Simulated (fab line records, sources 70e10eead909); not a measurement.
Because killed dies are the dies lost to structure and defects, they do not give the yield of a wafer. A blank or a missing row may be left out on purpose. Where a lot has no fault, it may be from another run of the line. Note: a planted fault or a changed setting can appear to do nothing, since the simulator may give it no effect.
Chamber matching + flow nand-harc + 4 sister chambers for NHARC_A_CONTACT_ETCH_90 on rie-diel-11
The step etches the open film in CH3F/O2, target depth 40 nm, time 85.7 s. 8 wafers are shown with their chamber, then 8 later ones without.

EACH WAFER AND ITS CHAMBER
| wafer  | chamber | showerhead-plenum-p-Torr (Torr) | rf-vpp-V (V) |
|--------|---------|---------------------------------|--------------|
| L078.5 | 0       | 2.36                            | 241.5        |
| L081.3 | 0       | 2.36                            | 242.3        |
| L081.4 | 3       | 2.29                            | 241.3        |
| L081.5 | 2       | 2.49                            | 244.4        |
| L085.1 | 3       | 2.29                            | 241.9        |
| L085.5 | 2       | 2.48                            | 244.0        |
| L085.6 | 1       | 2.45                            | 243.7        |
| L088.1 | 1       | 2.44                            | 244.2        |

WAFERS MISSING THEIR CHAMBER
| wafer  | showerhead-plenum-p-Torr (Torr) | rf-vpp-V (V) |
|--------|---------------------------------|--------------|
| L088.3 | 2.48                            | 244.9        |
| L088.4 | 2.35                            | 241.9        |
| L092.1 | 2.65                            | 247.6        |
| L092.4 | 2.34                            | 242.3        |
| L092.6 | 2.34                            | 241.6        |
| L095.2 | 2.34                            | 242.4        |
| L095.4 | 2.46                            | 243.9        |
| L095.6 | 2.46                            | 243.7        |

WHICH CHAMBER EACH ONE RAN IN
| wafer  | from the rows above | in truth                   |
|--------|---------------------|----------------------------|
| L088.3 | 2                   | 2                          |
| L088.4 | 0                   | 0                          |
| L092.1 | 2                   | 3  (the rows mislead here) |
| L092.4 | 0                   | 0                          |
| L092.6 | 0                   | 0                          |
| L095.2 | 0                   | 0                          |
| L095.4 | 1                   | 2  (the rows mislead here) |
| L095.6 | 1                   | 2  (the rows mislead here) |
5 of 8 placed correctly. From these rows, 0 cannot be placed. Number placed wrongly: 3.
How it was worked out, from the rows above alone: a wafer's distance from a chamber is the root of the sum, over the readings, of the square of ((its reading less the chamber's mean) divided by the reading's scatter). The wafer belongs to the nearest chamber; if the next one is less than 2 further off, it can't be placed. A chamber's mean is the mean of its shown wafers. The scatter is the square root of a quotient: the sum, over the shown wafers, of each reading's squared deviation from its chamber's mean, divided by wafers minus chambers.
